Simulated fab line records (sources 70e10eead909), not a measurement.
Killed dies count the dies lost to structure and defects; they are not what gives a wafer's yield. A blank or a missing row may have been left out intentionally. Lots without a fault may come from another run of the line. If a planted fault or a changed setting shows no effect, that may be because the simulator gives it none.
Chamber matching	flow nand-harc	ald-hk-01 running NHARC_A_STAIRCASE_ALD_420: 4 sister chambers
The step deposits SiO2, target thk 20 nm, pulse time 6 s, ald cycles 200. 14 wafers are shown with their chamber, then 7 later ones without.

## WAFERS PAIRED WITH THEIR CHAMBERS
wafer	chamber	heater-power-w (W)	precursor-pulse-height-rel
L919.1	2	445	0.981
L919.4	0	617	0.979
L919.6	0	612	1.005
L924.1	0	624	1.019
L924.2	1	471	1.002
L924.3	3	414	1.012
L922.2	0	628	1.005
L922.4	1	453	1.017
L922.6	0	620	1.002
L925.1	1	461	0.993
L925.3	2	455	0.988
L925.5	3	407	1.002
L926.2	0	614	1.019
L926.3	3	408	1.017

SIGNATURES (averages over the wafers above)
reading	chamber 0	chamber 1	chamber 2	chamber 3	scatter within a chamber
heater-power-w	619.17	461.67	450.00	409.67	6.53
precursor-pulse-height-rel	1.00483	1.00400	0.98450	1.01033	0.0123
Rule: for a wafer and a chamber, the distance is found by dividing, reading by reading, the gap between the wafer's reading and the chamber's mean by the reading's scatter, squaring, summing and taking the root. If the next closest chamber is less than 2 further off than the closest, the wafer can't be placed; otherwise it belongs to the closest. The scatter: the root of (the sum of the squares of (reading less its chamber's mean) over the shown wafers, divided by (wafers less chambers)).

## WAFERS WHOSE CHAMBER IS MISSING
wafer	heater-power-w (W)	precursor-pulse-height-rel
L926.5	407	1.000
L935.2	396	1.003
L935.3	437	1.042
L935.6	609	0.989
L936.1	611	1.000
L936.2	411	0.972
L936.3	435	1.029

## WHICH CHAMBER EACH ONE RAN IN
wafer	from the rows above	in truth
L926.5	3	3
L935.2	3	3
L935.3	can't be placed: 1 or 3 or 2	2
L935.6	0	0
L936.1	0	0
L936.2	3	3
L936.3	can't be placed: 3 or 2 or 1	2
Placed correctly: 5 of 7. Not placeable from these rows: 2 (in 2, the candidates include the true chamber). Wrongly placed: 0.
